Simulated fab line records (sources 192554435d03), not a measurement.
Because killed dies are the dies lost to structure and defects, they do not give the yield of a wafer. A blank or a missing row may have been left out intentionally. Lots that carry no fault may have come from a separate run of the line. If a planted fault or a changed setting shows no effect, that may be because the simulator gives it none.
A lot that was struck, set against a sound lot    flow n5-finfet    14 out of 1938 route steps
Sound: the wafers L997.1, L997.2, L997.6. Wafers L111.1, L111.2, L111.5 were the ones struck. The cause is named last.
Order at every step that has rows: each side's tool, ch and its chambers, its first start. Under that, the readings that differ: sound wafers    struck wafers    difference of the means    sigmas: that difference in standard deviations of wafers without a fault.
alike: readings whose means differ by less than 2 such deviations, and words and numbers that are the same on both sides. not compared: withheld readings, readings that some wafer has no value for, bounds like >300 that may hide the same value, and numbers for which the record gives no deviation and whose values overlap.
A row with sigmas, a row that says differs or no value, or rows on one side alone: a step with any of these is where the two part. When numbers do not overlap yet have no deviation, they are printed without sigmas and do not part them. A reading missing from all wafers of one side parts the sides only when that side holds two or more wafers.

first, 5 steps without rows for these wafers: N5_PASSIVATION_SOFTBAKE_25 (time 90 s); N5_PASSIVATION_EXPOSE_27 (exposes mask PAD, defocus 0 nm); N5_PASSIVATION_PEB_28; N5_PASSIVATION_DEVELOP_29 (develop time 60 s); N5_PASSIVATION_HARDBAKE_31 (time 120 s).
N5_PASSIVATION_CD_MEAS_30: the cd target is 4000 nm.
  sound on cd-sem-02 ch 0, day 12 22:32; struck on cd-sem-01 ch 0, day 16 04:56
reading     sound                 struck                difference  sigmas
cd-nm (nm)  3997.8 3995.5 3998.6  4002.0 3999.9 4001.7  +3.9        +2
N5_PASSIVATION_OVL_MEAS_63:
  sound on overlay-02 ch 0, day 12 22:34; struck on overlay-02 ch 0, day 16 04:58
  alike: PAD_OVL
N5_PASSIVATION_INSPECT_64: inspects for defects (macro).
  sound on defect-inspect-01 at day 12 22:35; struck on defect-inspect-01 at day 16 04:59
  alike: raw-defect-count
N5_PASSIVATION_DESCUM_32: chemistry O2, time 7.9 s.
  sound on rie-diel-03 ch 0,1,2, day 12 22:41; struck on rie-diel-03 ch 1,2, day 16 05:01
  alike: drypump-motor-current-A, oes-product-au, rf-vpp-V, showerhead-plenum-p-Torr, throttle-valve-pct
  not compared: rf-hours-counter-h
N5_PASSIVATION_AL_ETCH_33: etches Al in Cl2/BCl3, stops on TaN, target depth 2800 nm, time 466.7 s.
  sound on rie-metal-01 ch 0,1, day 12 22:46; struck on rie-metal-01 ch 0,1, day 16 05:07
  alike: drypump-motor-current-A, mfc-cl2-sccm, oes-product-au, throttle-valve-pct
  not compared: rf-hours-counter-h
N5_PASSIVATION_ETCH_59: etches TaN in Cl2/BCl3, target depth 65 nm, time 34.9 s.
  sound on rie-metal-01 ch 0,1, day 12 23:10; struck on rie-metal-01 ch 0,1, day 16 05:31
  alike: drypump-motor-current-A, mfc-cl2-sccm, oes-product-au, throttle-valve-pct
  not compared: rf-hours-counter-h
N5_PASSIVATION_STRIP_34: strips in O2.
  sound on rie-diel-02 ch 0,3, day 12 23:17; struck on rie-diel-02 ch 0,2, day 16 05:38
  alike: chamber-pressure-mTorr, drypump-motor-current-A, oes-product-au, rf-vpp-V, showerhead-plenum-p-Torr, throttle-valve-pct
  not compared: rf-hours-counter-h
N5_PASSIVATION_STRIP_51: strips in post etch residue remover, time 1200 s.
  sound on wet-bench-03 ch 3,4,7, day 12 23:25; struck on wet-bench-05 ch 4,5,6, day 16 05:41
  no value came back on the struck wafers for bath-guard-temp-C (C), bath-heat-duty-pct (%); on the sound wafers bath-guard-temp-C (C) reads 72.9 72.1 72.7
then, 1 step without rows for these wafers: N5_PASSIVATION_CLEAN_69 (cleans in IPA, time 180 s).

WHERE THEY PART
First at N5_PASSIVATION_CD_MEAS_30; last, within this record, at N5_PASSIVATION_STRIP_51.

WHY: what the simulator had put in
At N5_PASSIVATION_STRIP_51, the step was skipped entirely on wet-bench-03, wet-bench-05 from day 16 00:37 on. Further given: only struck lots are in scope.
